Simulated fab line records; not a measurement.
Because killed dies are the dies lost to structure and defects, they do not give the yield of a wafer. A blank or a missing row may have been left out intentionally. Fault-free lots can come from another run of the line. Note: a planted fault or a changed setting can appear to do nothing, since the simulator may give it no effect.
Chamber matching -- flow nandHarc -- rieDiel-02 running NHARC_A_STAIRCASE_TRIM_220: 4 sister chambers
The step chemistry O2, time 211.2 s. 14 wafers are shown with their chamber, then 7 later ones without.

== WAFERS, EACH WITH ITS CHAMBER ==
wafer,chamber,showerheadPlenumPTorr (Torr),oesProductAu (a.u.),rfVppV (V)
L074.1,2,3.79,1.002,58.0
L074.2,3,3.28,0.998,57.6
L074.3,1,3.55,0.986,57.8
L076.1,0,3.62,0.975,56.7
L076.4,2,3.79,1.002,59.1
L076.6,3,3.28,0.995,57.0
L084.2,1,3.54,0.988,56.9
L084.3,2,3.78,1.007,58.2
L084.4,3,3.27,0.992,58.1
L086.3,1,3.54,0.984,57.6
L086.4,0,3.60,0.980,57.2
L086.6,2,3.77,1.002,58.6
L087.4,2,3.77,0.995,57.9
L087.5,2,3.77,0.994,57.8

SIGNATURES, as means of the wafers listed above
reading,chamber 0,chamber 1,chamber 2,chamber 3,scatter within a chamber
showerheadPlenumPTorr,3.6100,3.5433,3.7783,3.2767,0.00904
oesProductAu,0.97750,0.98600,1.00033,0.99500,0.004
rfVppV,56.950,57.433,58.267,57.567,0.491
Rule: for each reading, subtract the chamber's mean from the wafer's reading, divide by that reading's scatter and square the result; add these up over the readings and take the root, which gives the wafer's distance from the chamber. If the next closest chamber is less than 2 further off than the closest, the wafer can't be placed; otherwise it belongs to the closest. The scatter: take each reading less its chamber's mean, square it, sum over the shown wafers, divide by the number of wafers less the number of chambers, and take the root.

== WAFERS WITH NO CHAMBER GIVEN ==
wafer,showerheadPlenumPTorr (Torr),oesProductAu (a.u.),rfVppV (V)
L087.6,3.54,0.982,57.2
L091.2,3.60,0.984,58.2
L091.3,3.77,1.010,59.3
L091.4,3.54,0.991,57.0
L096.4,3.81,0.997,58.2
L096.5,3.59,1.003,57.5
L096.6,3.81,0.997,58.3

== CHAMBER TAKEN BY EACH ==
wafer,from the rows above,in truth
L087.6,1,1
L091.2,0,0
L091.3,2,2
L091.4,1,1
L096.4,2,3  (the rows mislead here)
L096.5,can't be placed: 1 or 0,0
L096.6,2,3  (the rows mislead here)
Correct placement for 4 of the 7. Can't be placed from these rows: 1 (the true chamber is among the candidates in 1). Placed wrongly: 2.
